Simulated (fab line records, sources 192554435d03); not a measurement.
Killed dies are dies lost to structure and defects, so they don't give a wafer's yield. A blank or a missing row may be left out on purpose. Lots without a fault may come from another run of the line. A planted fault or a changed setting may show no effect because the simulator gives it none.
A struck lot beside a sound one | flow n5_finfet | 40 steps out of a route of 1938
Sound: wafers L996.2, L996.3, L996.5. Struck: wafers L108.1, L108.3, L108.6. The cause comes at the end.
At each step with rows: each side's tool, then ch and its chambers, then its first start. Under that, the readings that differ: sound wafers | struck wafers | difference of the means | sigmas: that difference in standard deviations of wafers without a fault.
alike: readings whose means differ by less than 2 such deviations, and words and numbers that are the same on both sides. not compared: withheld readings, readings that some wafer has no value for, bounds like >300 that may hide the same value, and numbers for which the record gives no deviation and whose values overlap.
The two part at a step that has a row with sigmas, a row that says differs or no value, or rows on one side only. Numbers that don't overlap but have no deviation are shown without sigmas and don't part them. A reading that every wafer of one side lacks parts them only if that side has two wafers or more.

first, 1 step without rows for these wafers: N5_HKMG_FIN_STRIP_19 (strips in N2/H2, time 360 s).
N5_HKMG_FIN_ALD_91: deposits TiN, target thk 1 nm, pulse time 1 s, purge time 3 s.
  sound on ald_metal-01 ch 1,2, day 5 15:19; struck on ald_metal-01 ch 0,2,3, day 8 10:20
  alike: heater_power_w, precursor_pulse_height_rel, susceptor_temp_C
  not compared: since_wet_clean_h
then, 6 steps without rows for these wafers: N5_HKMG_FIN_COAT_85 (time 60 s, resist thk 300 nm); N5_HKMG_FIN_ETCH_86 (etches SOC in N2/H2, stops on TiN, target depth 393.2 nm); N5_HKMG_FIN_STRIP_89 (strips SOC in N2/H2, time 20 s); N5_HKMG_FIN_WET_ETCH_87 (etches TiN in SC1, time 154.2 s, target depth 4.7 nm, rinse time 30 s); N5_HKMG_FIN_STRIP_88 (strips in N2/H2, time 360 s); N5_HKMG_FIN_NWFM_ALD_20 (deposits TiAlC, target thk 2 nm, pulse time 3 s, purge time 2 s).
N5_HKMG_FIN_ALD_71: deposits TiN, target thk 1 nm, pulse time 1 s, purge time 3 s.
  sound on ald_metal-01 ch 0,1,2, day 5 16:23; struck on ald_metal-01 ch 0,2,3, day 8 11:25
  alike: heater_power_w, precursor_pulse_height_rel, susceptor_temp_C
  not compared: since_wet_clean_h
then, 3 steps without rows for these wafers: N5_HKMG_FIN_COAT_66 (time 60 s, resist thk 300 nm); N5_HKMG_FIN_ETCH_67 (etches SOC in N2/H2, stops on TiN, target depth 388.9 nm); N5_HKMG_FIN_STRIP_90 (strips SOC in N2/H2, time 20 s).
N5_HKMG_FIN_WET_ETCH_73: etches the open film in SC1, time 42.3 s, target depth 1.3 nm, rinse time 30 s.
  sound on wet_bench-04 ch 4,6,7, day 5 16:56; struck on wet_bench-04 ch 1,2,6, day 8 11:58
  alike: nh4oh_flow_mL_min, temp_c
then, 12 steps without rows for these wafers: N5_HKMG_FIN_ETCHBACK_68 (etches the open film in Cl2/Ar, stops on HfO2, target depth 0.5 nm); N5_HKMG_FIN_STRIP_69 (strips in N2/H2, time 360 s); N5_HKMG_FIN_ALD_21 (deposits TiN, target thk 1.5 nm, pulse time 1 s, purge time 3 s); N5_HKMG_FIN_ALD_72 (deposits W, target thk 2 nm, pulse time 1 s, purge time 2 s); N5_HKMG_FIN_W_FILL_22 (material W, target thk 60 nm, time 18.2 s); N5_HKMG_FIN_PRECLEAN_83 (cleans in DIW, time 57.5 s); N5_HKMG_FIN_SRD_84 (dry time 32 s); N5_HKMG_FIN_CMP_23 (polishes, stops on SiNx, t overpolish 10 s, target thk 46.326 nm); N5_HKMG_FIN_CMP_94 (polishes, stops on SiNx, t overpolish 4.7 s, target thk 43.299 nm); N5_GATE_CUT_ETCHBACK_00 (etches W in SF6/Cl2); N5_GATE_CUT_ETCH_56 (etches TiN in Cl2/Ar, target depth 21.6 nm); N5_GATE_CUT_ETCHBACK_30 (etches TiN in Cl2/Ar, target depth 3 nm).
N5_GATE_CUT_VAPOR_ETCH_60: etches HfO2 in BCl3/Cl2.
  sound on rie_metal-03 ch 0,1, day 5 19:15; struck on rie_metal-03 ch 1, day 8 14:04
  alike: drypump_motor_current_A, oes_product_au
N5_GATE_CUT_ETCH_58: etches SiNx in CH3F/O2, target depth 17 nm, time 128.6 s.
  sound on rie_diel-02 ch 2,3, day 5 19:21; struck on rie_diel-01 ch 1,3, day 8 14:07
  alike: drypump_motor_current_A, oes_product_au, rf_vpp_V, showerhead_plenum_p_Torr, throttle_valve_pct
  not compared: rf_hours_counter_h
then, 5 steps without rows for these wafers: N5_GATE_CUT_STRIP_59 (strips in N2/H2, time 20 s); N5_GATE_CUT_PRECLEAN_31 (cleans in DIW, time 300 s); N5_GATE_CUT_SRD_32 (time 30 s); N5_GATE_CUT_SAC_CAP_01 (material SiNx, target thk 24 nm, pulse time 1 s, ald cycles 480); N5_GATE_CUT_PECVD_57 (deposits SiNx from SiH4/NH3/N2, target thk 21 nm).
N5_GATE_CUT_CMP_02: polishes, stops on SiO2, t overpolish 12.7 s, target thk 0 nm.
  sound on cmp-01 ch 2,3, day 5 22:08; struck on cmp-01 ch 0,1,2, day 8 16:53
  alike: motor_current_A, overpolish_run_s, slurry_filter_dp_kPa, time_to_endpoint_s
then, 6 steps without rows for these wafers: N5_GATE_CUT_HM_DEP_46 (deposits SiO2 from TEOS/O2, target thk 130 nm, time 26.6 s); N5_GATE_CUT_COAT_34 (time 60 s, resist thk 60 nm); N5_GATE_CUT_COAT_35 (time 60 s, resist thk 10 nm); N5_GATE_CUT_COAT_27 (time 60 s, resist thk 10 nm); N5_GATE_CUT_COAT_07 (resist thk 30 nm); N5_GATE_CUT_EBR_09.
-- the record jumps here: 8 days lie between the struck wafers' starts before and after (it left off in module GATE_CUT and takes up again in module PASSIVATION, whose first step shown is number 1936 of the route) --
N5_PASSIVATION_PROBE_49:
  the record has rows for the struck wafers here (prober-02, day 16 21:44) and none for the sound ones

WHERE THEY PART
Only at N5_PASSIVATION_PROBE_49, within this record.

WHY: what the simulator had put in
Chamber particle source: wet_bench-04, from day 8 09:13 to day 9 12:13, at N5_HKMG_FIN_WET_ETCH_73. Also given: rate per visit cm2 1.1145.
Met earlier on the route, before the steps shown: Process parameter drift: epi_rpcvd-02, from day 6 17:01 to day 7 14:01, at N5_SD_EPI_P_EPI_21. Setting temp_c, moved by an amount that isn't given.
